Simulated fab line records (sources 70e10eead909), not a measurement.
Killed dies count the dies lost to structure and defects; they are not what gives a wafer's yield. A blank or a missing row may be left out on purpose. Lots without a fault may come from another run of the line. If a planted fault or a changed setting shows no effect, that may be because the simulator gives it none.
Matching of chambers | flow nand-harc | NHARC_A_M0_PRE_CLEAN_31 on pecvd-02 has 3 sister chambers
The step time 12 s. 30 wafers are shown with their chamber, then 12 later ones without.

EACH WAFER AND ITS CHAMBER
wafer  | chamber | heater-power-w (W)
L074.2 | 1       | 654
L074.3 | 0       | 468
L074.5 | 0       | 470
L075.1 | 0       | 515
L075.2 | 2       | 651
L075.4 | 0       | 503
L077.1 | 0       | 560
L077.2 | 2       | 754
L077.5 | 1       | 650
L076.4 | 0       | 567
L076.5 | 2       | 736
L076.6 | 1       | 616
L084.2 | 2       | 652
L084.4 | 0       | 541
L084.6 | 2       | 644
L085.3 | 1       | 643
L085.4 | 2       | 696
L085.6 | 0       | 518
L087.1 | 1       | 659
L087.2 | 0       | 536
L087.5 | 1       | 638
L089.1 | 1       | 600
L089.3 | 2       | 630
L089.4 | 1       | 612
L088.2 | 2       | 736
L088.4 | 1       | 580
L088.6 | 1       | 578
L091.2 | 0       | 548
L091.3 | 2       | 715
L091.4 | 0       | 555

SIGNATURES, as means of the wafers listed above
reading        | chamber 0 | chamber 1 | chamber 2 | scatter within a chamber
heater-power-w | 525.55    | 623.00    | 690.44    | 37.3
Rule: for each reading, subtract the chamber's mean from the wafer's reading, divide by that reading's scatter and square the result; add these up over the readings and take the root, which gives the wafer's distance from the chamber. If the next closest chamber is less than 2 further off than the closest, the wafer can't be placed; otherwise it belongs to the closest. The scatter is the square root of a quotient: the sum, over the shown wafers, of each reading's squared deviation from its chamber's mean, divided by wafers minus chambers.

WAFERS MISSING THEIR CHAMBER
wafer  | heater-power-w (W)
L090.1 | 654
L090.3 | 556
L090.6 | 596
L095.1 | 732
L095.2 | 525
L095.3 | 661
L096.2 | 532
L096.5 | 641
L096.6 | 524
L097.2 | 562
L097.3 | 630
L097.6 | 616

EACH ONE'S CHAMBER
wafer  | from the rows above          | in truth
L090.1 | can't be placed: 1 or 2      | 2
L090.3 | can't be placed: 0 or 1      | 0
L090.6 | can't be placed: 1 or 0 or 2 | 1
L095.1 | can't be placed: 2 or 1      | 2
L095.2 | 0                            | 0
L095.3 | can't be placed: 2 or 1      | 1
L096.2 | 0                            | 0
L096.5 | can't be placed: 1 or 2      | 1
L096.6 | 0                            | 0
L097.2 | can't be placed: 0 or 1      | 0
L097.3 | can't be placed: 1 or 2      | 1
L097.6 | can't be placed: 1 or 2      | 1
Placed correctly: 3 of 12. These rows do not allow placing 9 (true chamber among the candidates in 9). 0 placed wrongly.
